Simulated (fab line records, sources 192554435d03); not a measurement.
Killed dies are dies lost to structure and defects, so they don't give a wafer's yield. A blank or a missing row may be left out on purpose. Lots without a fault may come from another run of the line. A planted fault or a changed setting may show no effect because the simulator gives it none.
Chamber matching | flow n5_finfet | N5_BEOL_M4_DEP_57 on pecvd-01: 3 sister chambers
The step deposits SiCN from 3MS/NH3, target thk 8 nm, time 14 s. 16 wafers are shown with their chamber, then 8 later ones without.

WAFERS WITH THEIR CHAMBER
wafer  | chamber | throttle_valve_pct (%) | showerhead_plenum_p_Torr (Torr)
L075.1 | 2       | 8.2                    | 3.670
L075.2 | 1       | 8.7                    | 3.653
L075.3 | 0       | 9.4                    | 3.659
L076.1 | 0       | 9.5                    | 3.650
L076.2 | 2       | 8.2                    | 3.674
L076.5 | 1       | 8.9                    | 3.644
L077.1 | 2       | 8.1                    | 3.672
L077.2 | 0       | 9.7                    | 3.657
L077.3 | 1       | 8.9                    | 3.643
L077.4 | 0       | 9.3                    | 3.657
L077.5 | 2       | 7.9                    | 3.676
L077.6 | 1       | 8.7                    | 3.649
L082.2 | 0       | 9.7                    | 3.646
L082.4 | 1       | 8.6                    | 3.640
L082.5 | 2       | 8.3                    | 3.673
L085.2 | 0       | 9.6                    | 3.650

SIGNATURES (means of the wafers above)
reading                  | chamber 0 | chamber 1 | chamber 2 | scatter within a chamber
throttle_valve_pct       | 9.533     | 8.760     | 8.140     | 0.151
showerhead_plenum_p_Torr | 3.65317   | 3.64580   | 3.67300   | 0.00449
Rule: a wafer's distance from a chamber is the root of the sum, over the readings, of the square of ((its reading less the chamber's mean) divided by the reading's scatter). The wafer belongs to the nearest chamber; if the next one is less than 2 further off, it can't be placed. The scatter: the root of (the sum of the squares of (reading less its chamber's mean) over the shown wafers, divided by (wafers less chambers)).

WAFERS WITHOUT THEIR CHAMBER
wafer  | throttle_valve_pct (%) | showerhead_plenum_p_Torr (Torr)
L085.4 | 7.9                    | 3.673
L085.5 | 9.0                    | 3.637
L086.2 | 9.8                    | 3.644
L086.3 | 9.6                    | 3.650
L086.6 | 9.6                    | 3.653
L095.2 | 8.9                    | 3.632
L095.4 | 9.5                    | 3.650
L095.6 | 8.7                    | 3.651

WHICH CHAMBER EACH WENT THROUGH
wafer  | from the rows above | in truth
L085.4 | 2                   | 2
L085.5 | 1                   | 1
L086.2 | 0                   | 0
L086.3 | 0                   | 0
L086.6 | 0                   | 0
L095.2 | 1                   | 1
L095.4 | 0                   | 0
L095.6 | 1                   | 1
Placed correctly: 8 of 8. Can't be placed from these rows: 0. Placed wrongly: 0.
